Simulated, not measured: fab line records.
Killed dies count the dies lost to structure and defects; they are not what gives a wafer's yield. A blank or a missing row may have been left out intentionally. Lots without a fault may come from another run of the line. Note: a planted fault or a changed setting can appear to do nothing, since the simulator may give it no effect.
Code-filled problem report in 8D (eight disciplines) form | flow nand_harc | the parts of the form that need people (team, actions taken, sign-off) are left out

== 1. THE PROBLEM ==
Mean of oes_product_au at NHARC_A_STAIRCASE_ETCH_13: 1.069 a.u. across 2 wafers in 2 lots; on wafers with no fault it is 0.941 a.u. (standard deviation 0.013). That is +9.8 standard deviations from the usual mean.
The step: etches the open film in C4F8/O2, target depth 100 nm, time 40.5 s.
First observed at day 22 07:23: wafer L652.5, on rie_diel-03. The record holds 42 wafers of 14 lots with a number at this step. Rule for "out", or "out of limits": more than 4 standard deviations from the usual mean. Any other wafer with a number is counted as sound.

== 2. WHAT IT IS, AND WHAT IT ISN'T ==
question                    | is                | is not
which readings at this step | oes_product_au    | rf_vpp_V
which lots                  | L652, L654        | L636, L637, L638, L639, L641, L643, L646, L647, L649, L651, L653, L659
which wafers of those lots  | L652.5, L654.4    | L652.3, L652.6, L654.3, L654.6
read on which tools         | rie_diel-03       | rie_diel-02, rie_diel-11
when                        | from day 22 07:23 | up to then (35 sound wafers); but 5 sound wafers of L654, L659 came after

== 3. WHAT RULES OUT EACH SUSPECT ==
Counting: a tool at a process step up to the reading stays a suspect if it ran every lot that is out. Sound lots after the first of them don't rule it out here, since some wafers of a struck lot are sound.
- rie_diel-03 at NHARC_A_STAIRCASE_ETCH_13 (etches the open film in C4F8/O2, target depth 100 nm, time 40.5 s): kept. It processed each lot that is out (first: L652, day 22 07:23); up to then, its last sound lot is L653 (day 22 07:01). On those wafers its own readings are out: oes_product_au.
Left after counting: rie_diel-03 at NHARC_A_STAIRCASE_ETCH_13.

== 4. THE CAUSE (what the simulator had put in) ==
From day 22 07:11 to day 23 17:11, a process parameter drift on rie_diel-03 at NHARC_A_STAIRCASE_ETCH_13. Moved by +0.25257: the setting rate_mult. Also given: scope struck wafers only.
This tool alone remained once counting was done.

== 5. THE EFFECT CHAIN, in route order ==
One row per reading whose mean, taken over the struck wafers that have a number, lies over 3 standard deviations from the usual. Scope: only readings with a usual standard deviation given in the record; hours: median across lots of the time from each lot's start at the first step in this table that gives one to its start at this step; sigmas: change in usual standard deviations.
hours | step                      | reading        | usual      | on struck wafers | change | sigmas
0     | NHARC_A_STAIRCASE_ETCH_13 | oes_product_au | 0.941 a.u. | 1.069            | +0.128 | +9.8
Here are the process steps it includes:
- NHARC_A_STAIRCASE_ETCH_13: etches the open film in C4F8/O2, target depth 100 nm, time 40.5 s.

== 6. HOW IT WOULD HAVE BEEN CAUGHT EARLIER ==
In this record no reading fell out of limits until day 22 07:23, 0 hours after the fault had begun at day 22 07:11.
